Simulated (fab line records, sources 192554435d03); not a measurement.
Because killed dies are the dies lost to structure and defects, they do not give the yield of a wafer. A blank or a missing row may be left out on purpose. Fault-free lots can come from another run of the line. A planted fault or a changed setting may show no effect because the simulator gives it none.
Split-lot experiment || flow n5_finfet || 39 wafers read from 7 lots, route of 1938 steps

THE SPLIT
At N5_BEOL_M14_DESCUM_33 (chemistry O2, time 7.9 s), the setting time_s was moved away from the recipe's 7.9 s on 18 of the 39 wafers read, by -53.1% to +45.7%. The other wafers ran this setting at the recipe's value.

Split to reading: the file shows no intervening step.

THE READING
coat_of_BEOL_M14_COAT_22.thk_nm (the simulator's own value, which no gauge read), in nm, at N5_BEOL_M14_ETCH_67 (etches SiARC in CF4, target depth 143 nm, time 238.3 s). The file does not state a usual value for it. Here, 21 wafers ran the recipe; their average is 211.2 nm with a standard deviation of 0.62 nm.

{"wafer": "L080.1", "tool, chamber at the split": "rie_diel-02, 3,0", "time_s as run, s": 11.51, "against the recipe": "+45.7%", "coat_of_BEOL_M14_COAT_22.thk_nm, nm": 209, "against lot-mates on the recipe": -2.1}
{"wafer": "L080.6", "tool, chamber at the split": "rie_diel-02, 0", "time_s as run, s": 11.51, "against the recipe": "+45.7%", "coat_of_BEOL_M14_COAT_22.thk_nm, nm": 209, "against lot-mates on the recipe": -2.1}
{"wafer": "L080.2", "tool, chamber at the split": "rie_diel-02, 0", "time_s as run, s": 7.9, "against the recipe": "recipe", "coat_of_BEOL_M14_COAT_22.thk_nm, nm": 211.4, "against lot-mates on the recipe": "-"}
{"wafer": "L080.5", "tool, chamber at the split": "rie_diel-02, 3", "time_s as run, s": 7.9, "against the recipe": "recipe", "coat_of_BEOL_M14_COAT_22.thk_nm, nm": 211.4, "against lot-mates on the recipe": "-"}
{"wafer": "L080.3", "tool, chamber at the split": "rie_diel-02, 3", "time_s as run, s": 7.9, "against the recipe": "recipe", "coat_of_BEOL_M14_COAT_22.thk_nm, nm": 210.4, "against lot-mates on the recipe": "-"}
{"wafer": "L080.4", "tool, chamber at the split": "rie_diel-02, 3,0", "time_s as run, s": 11.51, "against the recipe": "+45.7%", "coat_of_BEOL_M14_COAT_22.thk_nm, nm": 209.4, "against lot-mates on the recipe": -1.7}
{"wafer": "L083.1", "tool, chamber at the split": "rie_diel-02, 1", "time_s as run, s": 9.327, "against the recipe": "+18.1%", "coat_of_BEOL_M14_COAT_22.thk_nm, nm": 210, "against lot-mates on the recipe": -1.3}
{"wafer": "L083.5", "tool, chamber at the split": "rie_diel-02, 1", "time_s as run, s": 9.327, "against the recipe": "+18.1%", "coat_of_BEOL_M14_COAT_22.thk_nm, nm": 210, "against lot-mates on the recipe": -1.3}
{"wafer": "L083.2", "tool, chamber at the split": "rie_diel-02, 3", "time_s as run, s": 9.327, "against the recipe": "+18.1%", "coat_of_BEOL_M14_COAT_22.thk_nm, nm": 211, "against lot-mates on the recipe": -0.3}
{"wafer": "L083.3", "tool, chamber at the split": "rie_diel-02, 0", "time_s as run, s": 7.9, "against the recipe": "recipe", "coat_of_BEOL_M14_COAT_22.thk_nm, nm": 211.8, "against lot-mates on the recipe": "-"}
{"wafer": "L083.4", "tool, chamber at the split": "rie_diel-02, 3", "time_s as run, s": 7.9, "against the recipe": "recipe", "coat_of_BEOL_M14_COAT_22.thk_nm, nm": 211, "against lot-mates on the recipe": "-"}
{"wafer": "L083.6", "tool, chamber at the split": "rie_diel-02, 0", "time_s as run, s": 7.9, "against the recipe": "recipe", "coat_of_BEOL_M14_COAT_22.thk_nm, nm": 211.2, "against lot-mates on the recipe": "-"}
{"wafer": "L089.1", "tool, chamber at the split": "rie_diel-06, 0", "time_s as run, s": 3.702, "against the recipe": "-53.1%", "coat_of_BEOL_M14_COAT_22.thk_nm, nm": 213.8, "against lot-mates on the recipe": "+2.1"}
{"wafer": "L089.2", "tool, chamber at the split": "rie_diel-06, 1", "time_s as run, s": 7.9, "against the recipe": "recipe", "coat_of_BEOL_M14_COAT_22.thk_nm, nm": 211.8, "against lot-mates on the recipe": "-"}
{"wafer": "L089.3", "tool, chamber at the split": "rie_diel-06, 2", "time_s as run, s": 3.702, "against the recipe": "-53.1%", "coat_of_BEOL_M14_COAT_22.thk_nm, nm": 214.2, "against lot-mates on the recipe": "+2.5"}
{"wafer": "L089.4", "tool, chamber at the split": "rie_diel-06, 3", "time_s as run, s": 7.9, "against the recipe": "recipe", "coat_of_BEOL_M14_COAT_22.thk_nm, nm": 211.6, "against lot-mates on the recipe": "-"}
{"wafer": "L089.6", "tool, chamber at the split": "rie_diel-06, 3", "time_s as run, s": 7.9, "against the recipe": "recipe", "coat_of_BEOL_M14_COAT_22.thk_nm, nm": 211.6, "against lot-mates on the recipe": "-"}
{"wafer": "L089.5", "tool, chamber at the split": "rie_diel-06, 2", "time_s as run, s": 3.702, "against the recipe": "-53.1%", "coat_of_BEOL_M14_COAT_22.thk_nm, nm": 213.4, "against lot-mates on the recipe": "+1.7"}
{"wafer": "L090.1", "tool, chamber at the split": "rie_diel-02, 1", "time_s as run, s": 7.9, "against the recipe": "recipe", "coat_of_BEOL_M14_COAT_22.thk_nm, nm": 211.2, "against lot-mates on the recipe": "-"}
{"wafer": "L090.2", "tool, chamber at the split": "rie_diel-02, 0", "time_s as run, s": 9.15, "against the recipe": "+15.8%", "coat_of_BEOL_M14_COAT_22.thk_nm, nm": 210.4, "against lot-mates on the recipe": -0.2}
{"wafer": "L090.3", "tool, chamber at the split": "rie_diel-02, 1", "time_s as run, s": 7.9, "against the recipe": "recipe", "coat_of_BEOL_M14_COAT_22.thk_nm, nm": 210.6, "against lot-mates on the recipe": "-"}
{"wafer": "L090.4", "tool, chamber at the split": "rie_diel-02, 0", "time_s as run, s": 9.15, "against the recipe": "+15.8%", "coat_of_BEOL_M14_COAT_22.thk_nm, nm": 210.2, "against lot-mates on the recipe": -0.4}
{"wafer": "L090.5", "tool, chamber at the split": "rie_diel-02, 1", "time_s as run, s": 7.9, "against the recipe": "recipe", "coat_of_BEOL_M14_COAT_22.thk_nm, nm": 210, "against lot-mates on the recipe": "-"}
{"wafer": "L090.6", "tool, chamber at the split": "rie_diel-02, 0", "time_s as run, s": 9.15, "against the recipe": "+15.8%", "coat_of_BEOL_M14_COAT_22.thk_nm, nm": 209.4, "against lot-mates on the recipe": -1.2}
{"wafer": "L092.1", "tool, chamber at the split": "rie_diel-01, 2", "time_s as run, s": 4.762, "against the recipe": "-39.7%", "coat_of_BEOL_M14_COAT_22.thk_nm, nm": 214.4, "against lot-mates on the recipe": "+2.4"}
{"wafer": "L092.2", "tool, chamber at the split": "rie_diel-01, 3", "time_s as run, s": 4.762, "against the recipe": "-39.7%", "coat_of_BEOL_M14_COAT_22.thk_nm, nm": 213.4, "against lot-mates on the recipe": "+1.4"}
{"wafer": "L092.3", "tool, chamber at the split": "rie_diel-01, 1", "time_s as run, s": 7.9, "against the recipe": "recipe", "coat_of_BEOL_M14_COAT_22.thk_nm, nm": 211.6, "against lot-mates on the recipe": "-"}
{"wafer": "L092.4", "tool, chamber at the split": "rie_diel-01, 0", "time_s as run, s": 7.9, "against the recipe": "recipe", "coat_of_BEOL_M14_COAT_22.thk_nm, nm": 212, "against lot-mates on the recipe": "-"}
{"wafer": "L092.5", "tool, chamber at the split": "rie_diel-01, 3", "time_s as run, s": 4.762, "against the recipe": "-39.7%", "coat_of_BEOL_M14_COAT_22.thk_nm, nm": 213.8, "against lot-mates on the recipe": "+1.8"}
{"wafer": "L092.6", "tool, chamber at the split": "rie_diel-01, 0", "time_s as run, s": 7.9, "against the recipe": "recipe", "coat_of_BEOL_M14_COAT_22.thk_nm, nm": 212.4, "against lot-mates on the recipe": "-"}
{"wafer": "L094.1", "tool, chamber at the split": "rie_diel-02, 2", "time_s as run, s": 7.9, "against the recipe": "recipe", "coat_of_BEOL_M14_COAT_22.thk_nm, nm": 210, "against lot-mates on the recipe": "-"}
{"wafer": "L094.2", "tool, chamber at the split": "rie_diel-02, 0", "time_s as run, s": 7.9, "against the recipe": "recipe", "coat_of_BEOL_M14_COAT_22.thk_nm, nm": 210.4, "against lot-mates on the recipe": "-"}
{"wafer": "L094.3", "tool, chamber at the split": "rie_diel-02, 1", "time_s as run, s": 7.9, "against the recipe": "recipe", "coat_of_BEOL_M14_COAT_22.thk_nm, nm": 211.4, "against lot-mates on the recipe": "-"}
{"wafer": "L094.4", "tool, chamber at the split": "rie_diel-02, 3,2,1", "time_s as run, s": 4.186, "against the recipe": "-47.0%", "coat_of_BEOL_M14_COAT_22.thk_nm, nm": 212.6, "against lot-mates on the recipe": "+2.0"}
{"wafer": "L094.6", "tool, chamber at the split": "rie_diel-02, 3,2,1", "time_s as run, s": 4.186, "against the recipe": "-47.0%", "coat_of_BEOL_M14_COAT_22.thk_nm, nm": 212.6, "against lot-mates on the recipe": "+2.0"}
{"wafer": "L094.5", "tool, chamber at the split": "rie_diel-02, 3,2,1", "time_s as run, s": 4.186, "against the recipe": "-47.0%", "coat_of_BEOL_M14_COAT_22.thk_nm, nm": 212.4, "against lot-mates on the recipe": "+1.8"}
{"wafer": "L091.2", "tool, chamber at the split": "rie_diel-06, 0", "time_s as run, s": 7.9, "against the recipe": "recipe", "coat_of_BEOL_M14_COAT_22.thk_nm, nm": 211.4, "against lot-mates on the recipe": "-"}
{"wafer": "L091.6", "tool, chamber at the split": "rie_diel-06, 1", "time_s as run, s": 7.9, "against the recipe": "recipe", "coat_of_BEOL_M14_COAT_22.thk_nm, nm": 211.4, "against lot-mates on the recipe": "-"}
{"wafer": "L091.4", "tool, chamber at the split": "rie_diel-06, 0", "time_s as run, s": 7.9, "against the recipe": "recipe", "coat_of_BEOL_M14_COAT_22.thk_nm, nm": 211, "against lot-mates on the recipe": "-"}
When a row names more than one chamber, that row covers several wafers, and the file does not tell which wafer ran in which chamber.

THE FIT
A straight line over all 39 wafers: coat_of_BEOL_M14_COAT_22.thk_nm changes by -0.0471 nm for each +1% of time_s; r = -0.89; the points scatter about the line by 0.64 nm.
The same after taking each lot's own level away (the mean of its wafers on the recipe; 39 wafers): -0.0426 nm for each +1%; r = -0.95; scatter 0.39 nm.
That fit puts the effect of the largest move of time_s on the reading at 2.3 nm.
The span of the lots' own levels, 210.60 to 212.00 nm, comes to 2.3 times the standard deviation stated above.
In other words, the slope is changed by the lot-to-lot level; the two fits disagree.
Check: +2.27 nm against its lot-mates is what the line predicts for one of the wafers moved furthest among these (-53.1%) when that wafer is left out of the fit. It came out at +2.13 nm against them.

ADDITIONAL SPLITS CARRIED BY THESE WAFERS
Note: prior to the reading, these wafers also went through further splits. Each is held against what the fit with the lots' levels taken away leaves over:
{"other split on the same wafers": "N5_BEOL_M10_TRENCH_ETCH_37 target_depth_a", "wafers away from the commonest value": 15, "r with coat_of_BEOL_M14_COAT_22.thk_nm (lot level and that fit taken away)": "+0.02"}

THE WHOLE CHAIN: every reading that the file lists as answering this split, in the file's order
{"step": "N5_BEOL_M14_DESCUM_33", "what it does": "chemistry O2, time 7.9 s", "reading": "coat_of_BEOL_M14_COAT_22.thk_nm (the simulator's own value, which no gauge read)", "change (the file's fit)": "-0.0418 nm for each +1% of the setting", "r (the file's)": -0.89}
{"step": "N5_BEOL_M14_ETCH_67", "what it does": "etches SiARC in CF4, target depth 143 nm, time 238.3 s", "reading": "coat_of_BEOL_M14_COAT_22.thk_nm (the simulator's own value, which no gauge read)", "change (the file's fit)": "-0.0425 nm for each +1% of the setting", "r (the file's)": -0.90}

THE FILE'S OWN FIT
coat_of_BEOL_M14_COAT_22.thk_nm changes by -0.0425 nm for each +1% of time_s, r = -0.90.
